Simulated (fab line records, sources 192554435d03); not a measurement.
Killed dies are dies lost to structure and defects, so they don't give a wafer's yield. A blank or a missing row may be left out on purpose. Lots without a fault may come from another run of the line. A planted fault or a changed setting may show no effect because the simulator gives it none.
Chamber matching | flow n5_finfet | N5_DUMMY_GATE_ETCH_31 on rie_diel-04: 4 sister chambers
The step etches SiO2 in C4F6/O2, target depth 82.5 nm, time 27.5 s. 8 wafers are shown with their chamber, then 8 later ones without.

WAFERS WITH THEIR CHAMBER
wafer  | chamber | showerhead_plenum_p_Torr (Torr) | rf_vpp_V (V)
L080.2 | 0       | 2.82                            | 646
L081.1 | 2       | 2.99                            | 681
L083.2 | 1       | 2.73                            | 650
L083.3 | 2       | 2.98                            | 680
L090.2 | 1       | 2.73                            | 650
L090.4 | 3       | 2.79                            | 653
L090.6 | 3       | 2.79                            | 652
L092.1 | 0       | 2.81                            | 647

WAFERS WITHOUT THEIR CHAMBER
wafer  | showerhead_plenum_p_Torr (Torr) | rf_vpp_V (V)
L092.2 | 2.73                            | 649
L092.4 | 2.98                            | 680
L095.2 | 2.81                            | 646
L095.5 | 2.98                            | 680
L095.6 | 2.72                            | 650
L097.1 | 2.72                            | 650
L097.5 | 2.97                            | 682
L097.6 | 2.72                            | 649

WHICH CHAMBER EACH WENT THROUGH
wafer  | from the rows above | in truth
L092.2 | 1                   | 1
L092.4 | 2                   | 2
L095.2 | 0                   | 0
L095.5 | 2                   | 2
L095.6 | 1                   | 1
L097.1 | 1                   | 1
L097.5 | 2                   | 2
L097.6 | 1                   | 1
Placed correctly: 8 of 8. Can't be placed from these rows: 0. Placed wrongly: 0.
How it was worked out, from the rows above alone: a wafer's distance from a chamber is the root of the sum, over the readings, of the square of ((its reading less the chamber's mean) divided by the reading's scatter). The wafer belongs to the nearest chamber; if the next one is less than 2 further off, it can't be placed. A chamber's mean is the mean of its shown wafers. The scatter: the root of (the sum of the squares of (reading less its chamber's mean) over the shown wafers, divided by (wafers less chambers)).
